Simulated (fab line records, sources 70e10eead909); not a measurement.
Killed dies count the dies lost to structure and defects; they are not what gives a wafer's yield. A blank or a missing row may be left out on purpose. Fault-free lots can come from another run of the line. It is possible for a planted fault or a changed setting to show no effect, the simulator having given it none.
Problem report in the 8D (eight disciplines) form, filled by code    flow nand-harc    the parts of the form that need people (team, actions taken, sign-off) are left out

== 1. PROBLEM STATEMENT ==
NHARC_P_ZERO_WELL_INSPECT_43, raw-defect-count: mean 593 over 1 wafer from 1 lot; wafers with no fault: 13, standard deviation 6.1. That is +95 standard deviations from the usual mean.
The first sign was on wafer L888.4 at day 5 11:48, on defect-inspect-01. Wafers with a number at this step in the record: 39, from 13 lots. The rule behind "out" and "out of limits": a value lying over 4 standard deviations away from the usual mean. The rest of the wafers with a number are treated as sound.

== 2. WHAT IT IS, AND WHAT IT ISN'T ==
question                     is                 is not
which readings at this step  raw-defect-count   -
which lots                   L888               L880, L881, L885, L887, L896, L897, L898, L899, L900, L901, L902, L903
which wafers of those lots   L888.4             L888.1, L888.2
read on which gauges         defect-inspect-01  defect-inspect-02
when                         from day 5 11:48   up to then (14 sound wafers); but 24 sound wafers of L896, L897, L898, L899, L900, L901, L902, L903 came after

== 3. SUSPECTS, AND WHAT RULES EACH OUT ==
Counting: any tool at a process step up to the reading remains a suspect provided it ran every lot that is out. Sound lots after the first of them don't rule it out here, since some wafers of a struck lot are sound.
- the gauge at NHARC_P_ZERO_WELL_INSPECT_43 is ruled out. All the wafers that are out were read on defect-inspect-01, but those of them that NHARC_END_SORT_01 has rows for are out there too, on other tools.
- pecvd-03 at NHARC_P_ZERO_WELL_PECVD_02 (deposits SiO2, target thk 10 nm): kept. It ran the lot that is out, L888 (day 5 04:26); its last sound lot up to then is L885 (day 3 22:29).
The count leaves pecvd-03 at NHARC_P_ZERO_WELL_PECVD_02.

== 4. THE CAUSE (what the simulator had put in) ==
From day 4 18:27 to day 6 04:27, pecvd-03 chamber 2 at NHARC_P_ZERO_WELL_PECVD_02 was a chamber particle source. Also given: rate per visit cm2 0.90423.
This tool alone remained once counting was done.

== 5. THE EFFECT CHAIN, in route order ==
One row per reading whose mean, taken over the struck wafers that have a number, lies over 3 standard deviations from the usual. Readings are gone through only where the record gives a usual standard deviation; hours: the median, over the lots, of the time from a lot's start at the first step in this table giving one to that lot's start at this step; sigmas: the change measured in usual standard deviations.
hours  step                          reading              usual  on struck wafers  change  sigmas
0      NHARC_P_ZERO_WELL_INSPECT_43  raw-defect-count     13     593               +580    +95
545    NHARC_END_SORT_01             killed-at-periphery  3.8    85.0              +81.2   +34
545    NHARC_END_SORT_01             killed-dies          63     156               +93     +5.2
At these later measuring or inspecting steps, every struck wafer for which the step has a row has a number for every such reading, and none has moved that far: NHARC_P_STI_OCD_MEAS_17.

== 6. WHAT WOULD HAVE CAUGHT IT SOONER ==
Counted from the fault's start at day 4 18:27, it took 17 hours until the first out-of-limits reading at a measuring or inspecting step in this record, taken at day 5 11:48.
The start of NHARC_P_ZERO_WELL_PECVD_02 on pecvd-03 came by day 5 11:48 for every one of the lots that are out (1). Holding the tool at that point would not have protected any of them.
